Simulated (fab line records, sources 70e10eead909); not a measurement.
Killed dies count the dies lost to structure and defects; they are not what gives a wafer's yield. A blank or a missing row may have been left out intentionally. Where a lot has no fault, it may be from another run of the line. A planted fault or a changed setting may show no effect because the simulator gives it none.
fab line records	flow nandHarc
[record] lots = 14	wafers = 42	lastDay = 24
route steps=1159 shown A_WL_FILL@828 THIN_TSV@1150 END@1159
lots that met no fault: taken from a fault-free run of the same line
startH: hours from the record's opening day to when the first of the lot's shown wafers began	waitH: hours since the lot's step before	" same as the row above	L1.1+2: several wafers, shown together as one row	- either no value or no given start	* or withheld: withheld	< > ~ a bound
route shown NAME@n: NAME is a module with steps in the file, n the number in the route of the first one	usual: mean and standard deviation over wafers with no fault	same: alike in all rows	chamber/n: place in a boat	sites: the reading at each site	_std_site: standard deviation across them	_edge_site: outer sites' mean less inner sites'	radiusMm: for every site, how far away it sits from the centre of the wafer	mask NAME#n: copy n	behind: the most recent tool/chamber to have shaped the wafer	hold: what put the lot on hold/how long, in hours/how the hold closed	device: transistor that didn't switch, given as n, p or np	end of line: at the end of the route, the tests of the same wafers	a step with no rows: only its recipe	killed: the dies lost at the first sort to structure and to defects; this is not the yield of the wafer	map: a wafer's dies, marking killed ones x, the rest . and places with no die _
set.NAME: the run value of the setting; set.NAME@STEP: its run value at that earlier step	model.NAME: the simulator's own value behind a step, which no gauge read
route steps across a sampled set of lots; one table per step, one row per wafer
services: a tool's chamber out of use, with start hour (startH, from the record's first day; less than 0 if before it), hours out, and reason
[[steps]]
[step NHARC_A_WL_FILL_CVD_23]
[recipe] targetThkA = 400	tempC = 620	pressureMtorr = 200	timeS = 800	material = poly-Si
[usual] zonePowerUpperPct = 9.2/0.92
lot.wafer	tool	chamber	startH	waitH	zonePowerUpperPct
L599.1	lpcvdPoly-04	0	350.29	2.2	8.3
L599.5	"	0	"	"	8.3
L599.6	"	0	"	"	8.5
L600.1	lpcvdPoly-04	0	350.29	1.8	8.4
L600.3	"	0	"	"	8.3
L600.4	"	0	"	"	8.4
L601.2	lpcvdPoly-04	0	355.11	2.3	8.4
L601.4	"	0	"	"	8.4
L601.5	"	0	"	"	8.4
L603.3	lpcvdPoly-03	0	379.53	2.4	10.3
L603.4	"	0	"	"	10.3
L603.6	"	0	"	"	10.4
L604.1	lpcvdPoly-04	0	391.03	2.2	8.5
L604.2	"	0	"	"	8.3
L604.3	"	0	"	"	8.4
L605.2	lpcvdPoly-04	0	391.03	2.2	8.5
L605.5	"	0	"	"	8.3
L605.6	"	0	"	"	8.4
L607.1	lpcvdPoly-03	0	396.48	2.4	10.2
L607.3	"	0	"	"	10.2
L607.5	"	0	"	"	10.2
L614.1	lpcvdPoly-03	0	451.07	1.0	10.3
L614.4	"	0	"	"	10.3
L614.5	"	0	"	"	10.2
L616.2	lpcvdPoly-03	0	451.07	2.4	10.3
L616.4	"	0	"	"	10.2
L616.6	"	0	"	"	10.4
L613.1	lpcvdPoly-02	0	454.34	2.6	8.4
L613.3	"	0	"	"	8.3
L613.4	"	0	"	"	8.6
L617.2	lpcvdPoly-02	0	466.42	2.6	8.4
L617.3	"	0	"	"	8.4
L617.5	"	0	"	"	8.6
L619.4	lpcvdPoly-04	0	475.31	2.2	8.4
L619.5	"	0	"	"	8.4
L619.6	"	0	"	"	8.4
L621.2	lpcvdPoly-04	0	475.31	2.3	8.5
L621.5	"	0	"	"	8.4
L621.6	"	0	"	"	8.3
L622.3	lpcvdPoly-02	0	491.71	2.6	8.6
L622.4	"	0	"	"	8.5
L622.5	"	0	"	"	8.5
[step NHARC_THIN_TSV_DESCUM_35]
[recipe] timeS = 3	o2FlowSccm = 200	arFlowSccm = 0	biasPowerW = 0	chemistry = O2
[usual] drypumpMotorCurrentA = 5.9/0.52	oesProductAu = 1.003/0.013	rfVppV = 57.9/0.79	showerheadPlenumPTorr = 1.92/0.086	throttleValvePct = 11.312/0.0097
lot.wafer	tool	chamber	startH	waitH	drypumpMotorCurrentA	oesProductAu	rfHoursCounterH	rfVppV	showerheadPlenumPTorr	throttleValvePct
L600.1	rieDiel-08	0	438.26	-	5.4	1.010	15	57.7	1.83	11.309
L600.3	"	1	"	"	5.4	0.998	14	58.6	1.81	11.313
L600.4	"	3	"	"	5.7	0.992	13	57.6	1.94	11.314
L599.1	rieDiel-07	1	439.40	-	5.1	1.011	2	57.2	2.04	11.307
L599.5	"	0	"	"	6.4	1.022	-	58.6	2.00	11.325
L599.6	"	1	"	"	5.1	1.011	-	57.8	2.04	11.311
L601.4	rieDiel-08	2	440.58	-	6.1	0.999	16	56.5	2.01	11.308
L601.2	"	0	"	"	5.5	1.016	15	57.3	1.83	11.290
L601.5	"	3	"	"	5.7	0.985	-	58.2	1.94	11.302
L603.4	rieDiel-07	1	450.31	-	5.1	1.019	2	59.2	2.04	11.326
L603.3	"	2	"	"	6.7	0.994	2	56.6	1.86	11.323
L603.6	"	1	"	"	5.1	1.008	-	56.7	2.04	11.315
L605.2	rieDiel-08	3	472.95	-	5.7	0.983	17	59.2	1.94	11.315
L605.6	"	0	"	"	5.5	0.996	-	57.5	1.83	11.326
L605.5	"	2	"	"	6.1	0.995	-	57.8	2.01	11.312
L604.2	rieDiel-08	2	474.21	-	6.1	1.016	20	58.0	2.01	11.320
L604.1	"	3	"	"	5.7	0.989	17	57.3	1.94	11.300
L604.3	"	0	"	"	5.5	1.002	19	59.4	1.83	11.306
L607.3	rieDiel-08	2	477.49	-	6.1	0.999	20	59.1	2.01	11.306
L607.1	"	3	"	"	5.7	0.982	17	57.8	1.94	11.305
L607.5	"	0	"	"	5.5	0.998	-	58.0	1.83	11.307
L614.4	rieDiel-07	1	532.08	-	5.1	1.025	8	60.4	2.03	11.325
L614.1	"	2	"	"	6.7	1.000	9	58.8	1.86	11.309
L614.5	"	1	"	"	5.1	1.016	-	57.7	2.03	11.308
L616.2	rieDiel-08	0	533.32	-	5.5	0.998	4	57.9	1.83	11.312
L616.4	"	2	"	"	6.1	1.004	5	58.3	2.01	11.303
L616.6	"	0	"	"	5.5	0.986	-	57.3	1.83	11.314
L613.3	rieDiel-07	0	534.59	-	6.4	1.022	9	58.8	2.00	11.313
L613.4	"	1	"	"	5.1	1.017	9	58.3	2.03	11.308
L613.1	"	2	"	"	6.7	1.001	10	57.5	1.86	11.319
L617.3	rieDiel-08	1	536.12	-	5.4	0.982	5	57.7	1.80	11.302
L617.2	"	2	"	"	6.1	1.017	5	57.8	2.01	11.312
L617.5	"	2	"	"	6.1	1.005	-	57.8	2.01	11.292
L621.2	rieDiel-07	0	549.88	-	6.4	1.014	10	58.0	1.99	11.289
L621.5	"	1	"	"	5.1	1.010	-	58.6	2.03	11.308
L621.6	"	2	"	"	6.7	1.017	-	56.7	1.86	11.327
L619.4	rieDiel-10	1	562.35	-	5.2	1.000	1	57.5	1.95	11.305
L619.5	"	3	"	"	5.7	1.002	-	58.1	1.97	11.306
L619.6	"	0	"	"	6.6	1.007	-	57.8	1.79	11.328
L622.3	rieDiel-07	3	566.26	-	6.1	0.985	10	57.1	1.83	11.299
L622.4	"	0	"	"	6.3	1.012	10	58.6	1.99	11.307
L622.5	"	2	"	"	6.7	0.997	-	58.4	1.86	11.322
[step NHARC_THIN_TSV_STRIP_56]
[recipe] powerW = 1500	tempC = 250	chemistry = O2
[usual] drypumpMotorCurrentA = 5.5/0.32	heaterPowerW = 341/21
lot.wafer	tool	chamber	startH	waitH	drypumpMotorCurrentA	heaterPowerW	rfHoursCounterH
L600.1	plasmaAsher-02	1	438.96	0.3	5.1	356	21
L600.4	"	0	"	"	6.0	331	-
L600.3	"	1	"	"	5.1	347	-
L599.1	plasmaAsher-01	0	439.88	0.1	5.7	351	57
L599.6	"	0	"	"	5.7	352	-
L599.5	"	1	"	"	5.3	327	-
L601.2	plasmaAsher-02	0	441.39	0.4	6.0	336	22
L601.4	"	0	"	"	6.0	345	-
L601.5	"	1	"	"	5.1	346	-
L603.3	plasmaAsher-02	1	450.89	0.2	5.2	351	-
L603.4	"	0	"	"	6.0	338	-
L603.6	"	0	"	"	6.0	343	-
L605.2	plasmaAsher-01	1	473.48	0.1	5.3	312	4
L605.6	"	0	"	"	5.7	369	-
L605.5	"	1	"	"	5.3	313	-
L604.1	plasmaAsher-01	0	474.72	0.1	5.7	361	5
L604.2	"	1	"	"	5.3	309	5
L604.3	"	0	"	"	5.7	369	-
L607.1	plasmaAsher-02	0	478.05	0.1	6.0	336	34
L607.3	"	1	"	"	5.1	350	-
L607.5	"	0	"	"	6.0	345	-
L614.1	plasmaAsher-01	0	532.73	0.3	5.7	368	26
L614.4	"	1	"	"	5.3	313	-
L614.5	"	1	"	"	5.3	309	-
L616.2	plasmaAsher-01	0	533.79	0.1	5.7	361	27
L616.4	"	1	"	"	5.3	311	-
L616.6	"	1	"	"	5.3	318	-
L613.1	plasmaAsher-02	1	535.14	0.2	5.1	357	54
L613.4	"	0	"	"	6.0	335	-
L613.3	"	1	"	"	5.1	345	-
L617.2	plasmaAsher-01	0	536.65	0.1	5.7	358	27
L617.3	"	0	"	"	5.7	357	-
L617.5	"	1	"	"	5.3	317	-
L621.2	plasmaAsher-01	0	550.38	0.1	5.7	373	35
L621.5	"	1	"	"	5.3	309	-
L621.6	"	0	"	"	5.7	360	-
L619.4	plasmaAsher-02	0	563.01	0.3	6.0	349	-
L619.6	"	1	"	"	5.1	334	-
L619.5	"	0	"	"	6.0	351	-
L622.3	plasmaAsher-01	1	566.83	0.2	5.3	323	-
L622.4	"	0	"	"	5.7	369	-
L622.5	"	0	"	"	5.7	360	-
[step NHARC_END_SORT_01]
[recipe] tempC = 25
[usual] killedAtArray = 31/11	killedAtOther = 0.5/0.78	killedAtPeriphery = 3.0/2	killedDies = 34/12	killedOpen = 3.2/2	killedShort = 1.9/1.6
[same] grossDies = 677
lot.wafer	tool	chamber	startH	waitH	killedAtArray	killedAtOther	killedAtPeriphery	killedDies	killedOpen	killedShort
L604.1	prober-02	0	481.46	2.5	84	1	3	88	2	3
L604.2	prober-02	0	482.26	2.8	87	2	1	90	0	1
L604.3	prober-02	0	483.06	3.1	84	1	4	89	6	3
L605.2	prober-01	0	482.39	2.9	101	1	1	103	3	0
L605.5	prober-01	0	484.81	3.7	89	0	2	91	2	0
L605.6	prober-01	0	485.62	4.0	106	0	3	109	5	3
// killed by level:class
L604.1 A_WL_FILL:unspecified=69 A_ZERO_WELL:chamberFilmFlake=4 A_SLIT:chamberFilmFlake=3 A_CONTACT:geometricParticle:open=2 A_ONON_D1:geometricParticle:short=1 A_CHANNEL_HOLE_D1:geometricParticle:short=1 A_SGD_CUT:geometricParticle:short=1 P_ZERO_WELL:chamberFilmFlake=1
L604.2 A_WL_FILL:unspecified=66 A_SLIT:chamberFilmFlake=8 A_CHANNEL_HOLE_D1:chamberFilmFlake=4 A_STAIRCASE:chamberFilmFlake=4 A_CONTACT:chamberFilmFlake=2 THIN_TSV:chamberFilmFlake=2 A_M0:geometricParticle:short=1 P_ZERO_WELL:chamberFilmFlake=1
L605.2 A_WL_FILL:unspecified=71 A_CHANNEL_HOLE_D1:chamberFilmFlake=21 A_STAIRCASE:chamberFilmFlake=3 A_SLIT:chamberFilmFlake=2 A_BLC:chamberFilmFlake=2 P_M2:geometricParticle:open=1 A_ONON_D1:geometricParticle:open=1 A_M0:geometricParticle:open=1
L604.3 A_WL_FILL:unspecified=72 P_M0:geometricParticle:open=2 A_STAIRCASE:geometricParticle:open=2 A_ZERO_WELL:chamberFilmFlake=2 P_STI:geometricParticle:short=1 A_ONON_D1:geometricParticle:open=1 A_SGD_CUT:geometricParticle:short=1 A_BLC:geometricParticle:open=1
L605.5 A_WL_FILL:unspecified=70 A_CHANNEL_HOLE_D1:chamberFilmFlake=11 A_STAIRCASE:chamberFilmFlake=4 A_SLIT:chamberFilmFlake=2 P_CONTACT:geometricParticle:open=1 A_M0:geometricParticle:open=1 P_ZERO_WELL:chamberFilmFlake=1 A_CONTACT:chamberFilmFlake=1
L605.6 A_WL_FILL:unspecified=74 A_CHANNEL_HOLE_D1:chamberFilmFlake=14 A_STAIRCASE:chamberFilmFlake=5 A_BLC:chamberFilmFlake=3 A_CONTACT:chamberFilmFlake=2 P_CONTACT:geometricParticle:open=1 A_SGD_CUT:geometricParticle:short=1 A_ONON_D1:geometricParticle:open=1
[[services]]
tool	chamber	startH	hours	kind
rieDiel-10	-	333.76	0.2	repair
rieDiel-08	1	338.70	13.1	repair
plasmaAsher-01	-	352.61	1.2	repair
rieDiel-10	-	353.64	9.0	pm
plasmaAsher-02	-	360.22	9.0	pm
rieDiel-07	1	373.87	14.6	repair
rieDiel-08	3	402.80	16.6	repair
rieDiel-07	-	405.20	9.0	pm
rieDiel-07	1	415.73	2.8	repair
lpcvdPoly-03	-	447.12	1.1	repair
plasmaAsher-01	-	453.62	9.0	pm
plasmaAsher-01	0	453.62	9.0	ventCycle
plasmaAsher-01	1	453.62	9.0	ventCycle
plasmaAsher-01	0	462.62	-	clean
rieDiel-08	1	468.33	24.8	repair
plasmaAsher-02	-	469.62	8.2	repair
rieDiel-10	2	474.96	9.2	repair
rieDiel-08	-	478.87	9.0	pm
lpcvdPoly-02	-	494.00	26.0	pm
rieDiel-07	1	494.16	22.6	repair
plasmaAsher-02	-	502.83	1.0	repair
rieDiel-07	-	513.37	0.9	repair
rieDiel-10	-	530.89	9.0	pm
plasmaAsher-02	-	537.32	9.0	pm
[[key]]
[firstSign] step = NHARC_END_SORT_01	reading = killedAtArray	direction = up	sigmas = 5.5	usual = 31	struck = 92
[effect] step = NHARC_END_SORT_01	reading = killedDies	direction = up	sigmas = 5.3	usual = 34	struck = 95
[moreKillsBornAt] NHARC_A_WL_FILL_CVD_23@lpcvdPoly-04 = 422
metAt NHARC_A_WL_FILL_CVD_23
struckLots L604,L605
testerLeftOut L604,L605
notActingAt NHARC_THIN_TSV_DESCUM_35,NHARC_THIN_TSV_STRIP_56
onsetBetween 355.11 391.03
[fault] kind = chamberParticleSource	tool = lpcvdPoly-04	chamber = -	onsetH = 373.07	steps = NHARC_A_WL_FILL_CVD_23	ratePerVisitCm2 = 1.3518	endH = 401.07
// testerLeftOut: of these lots the tester's yield and bins aren't shown, on N5 and GAA mostly nor the transistor test; their killed dies are dies lost to structure and defects alone, not to doping, threshold or leakage, so they don't give the yield
